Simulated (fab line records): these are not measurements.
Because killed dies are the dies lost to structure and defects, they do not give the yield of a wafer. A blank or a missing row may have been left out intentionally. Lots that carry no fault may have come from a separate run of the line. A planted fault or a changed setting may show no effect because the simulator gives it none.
Split-lot experiment    flow n5Finfet    7 lots, 21 wafers read, on a route of 1938 steps

== ON THE SPLIT ==
At N5_BEOL_M0_ETCH_109 (etches SiCN in CH3F/O2, target depth 8 nm, overetch 2.4 nm, time 27.4 s), the setting biasW was moved away from the recipe's 75 W on 7 of the 21 wafers read, by -12.1% to +17.4%. All remaining wafers had this setting at the recipe value.

The reading is taken at the split's own step.

== THE READING ==
rfVppV, in V, at N5_BEOL_M0_ETCH_109 (etches SiCN in CH3F/O2, target depth 8 nm, overetch 2.4 nm, time 27.4 s). On this fab line, fault-free wafers typically give 298.0 V with a standard deviation of 1.4 V.

wafer   tool, chamber at the split  biasW as run, W  against the recipe  rfVppV, V  against lot-mates on the recipe
L075.3  rieDiel-04, 3               75               recipe              299.2      -
L075.4  rieDiel-04, 0               75               recipe              296.0      -
L075.5  rieDiel-04, 3               88.04            +17.4%              331.7      +34.1
L077.2  rieDiel-02, 3               75               recipe              297.5      -
L077.3  rieDiel-02, 2               65.91            -12.1%              272.0      -25.5
L077.4  rieDiel-02, 1               65.91            -12.1%              274.9      -22.6
L081.2  rieDiel-02, 3               67.73            -9.7%               279.6      -19.2
L081.5  rieDiel-02, 0               75               recipe              299.6      -
L081.6  rieDiel-02, 3               75               recipe              298.1      -
L080.1  rieDiel-03, 2               75               recipe              298.1      -
L080.3  rieDiel-03, 3               75               recipe              297.8      -
L080.5  rieDiel-03, 1               75               recipe              299.4      -
L085.2  rieDiel-02, 2               84.77            +13.0%              320.9      +22.3
L085.4  rieDiel-02, 0               75               recipe              301.1      -
L085.6  rieDiel-02, 2               75               recipe              296.0      -
L088.1  rieDiel-03, 2               80.1             +6.8%               309.3      +11.1
L088.5  rieDiel-03, 2               80.1             +6.8%               310.7      +12.5
L088.6  rieDiel-03, 1               75               recipe              298.2      -
L095.1  rieDiel-03, 1               75               recipe              297.9      -
L095.3  rieDiel-03, 2               75               recipe              296.2      -
L095.6  rieDiel-03, 0               75               recipe              298.2      -

FIT RESULTS
A straight line over all 21 wafers: rfVppV changes by +1.91 V for each +1% of biasW; r = +0.99; the points scatter about the line by 1.5 V.
The same after taking each lot's own level away (the mean of its wafers on the recipe; 21 wafers): +1.91 V for each +1%; r = +0.99; scatter 1.4 V.
Per that fit: largest biasW move, reading shift of 33 V.
Across the lots, their own levels run from 297.43 to 298.85 V, a range of 1.0 times the standard deviation given above.
The two slopes are in agreement: the lot-to-lot level therefore moves the slope only a little.
Check: +32.2 V against its lot-mates is what the line predicts for one of the wafers moved furthest among these (+17.4%) when that wafer is left out of the fit. Against them it came out at +34.1 V.
Tool readings at the split's step, against how far the setting was moved: rfVppV r = +0.99.

== THESE WAFERS: OTHER SPLITS ==
These wafers also went through other splits before the reading. Each is held against what the fit with the lots' levels taken away leaves over:
other split on the same wafers  wafers away from the commonest value  r with rfVppV (lot level and that fit taken away)
N5_BEOL_M0_ETCH_138 biasW       5                                     -0.20
N5_BEOL_M0_ETCH_128 sourceW     7                                     +0.04

== THE FILE'S OWN FIT ==
rfVppV changes by +1.9 V for each +1% of biasW, r = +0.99.
